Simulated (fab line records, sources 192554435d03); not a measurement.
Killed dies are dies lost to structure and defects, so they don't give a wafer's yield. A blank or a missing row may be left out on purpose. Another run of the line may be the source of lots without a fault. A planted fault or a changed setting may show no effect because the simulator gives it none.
Chamber matching ; flow n5 finfet ; N5_BEOL_M1_ETCH_69 on rie diel-02 has 4 sister chambers
The step etches SiARC in CF4, target depth 15.6 nm, time 26 s. 4 wafers are shown with their chamber, then 7 later ones without.

EACH WAFER AND ITS CHAMBER
wafer;chamber;throttle valve pct (%)
L080.1;0;15.03
L080.2;3;16.03
L082.1;1;15.55
L082.3;2;15.61

WAFERS WITH NO CHAMBER GIVEN
wafer;throttle valve pct (%)
L082.4;16.03
L092.2;15.60
L092.3;15.08
L092.5;15.61
L093.1;15.08
L093.2;15.62
L093.6;15.61

EACH ONE'S CHAMBER
wafer;from the rows above;in truth
L082.4;3;3
L092.2;can't be placed: 2 or 1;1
L092.3;0;0
L092.5;2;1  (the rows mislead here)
L093.1;0;0
L093.2;2;2
L093.6;2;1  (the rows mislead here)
Correct placement for 4 of the 7. Not placeable from these rows: 1 (in 1, the candidates include the true chamber). 2 placed wrongly.
How it was worked out, from the rows above alone: a wafer's distance from a chamber is the root of the sum, over the readings, of the square of ((its reading less the chamber's mean) divided by the reading's scatter). The wafer belongs to the nearest chamber; if the next one is less than 2 further off, it can't be placed. A chamber's mean is the mean of its shown wafers. The scatter: root of mean squared gap, hidden wafer to nearest shown wafer, with one shown wafer a chamber.
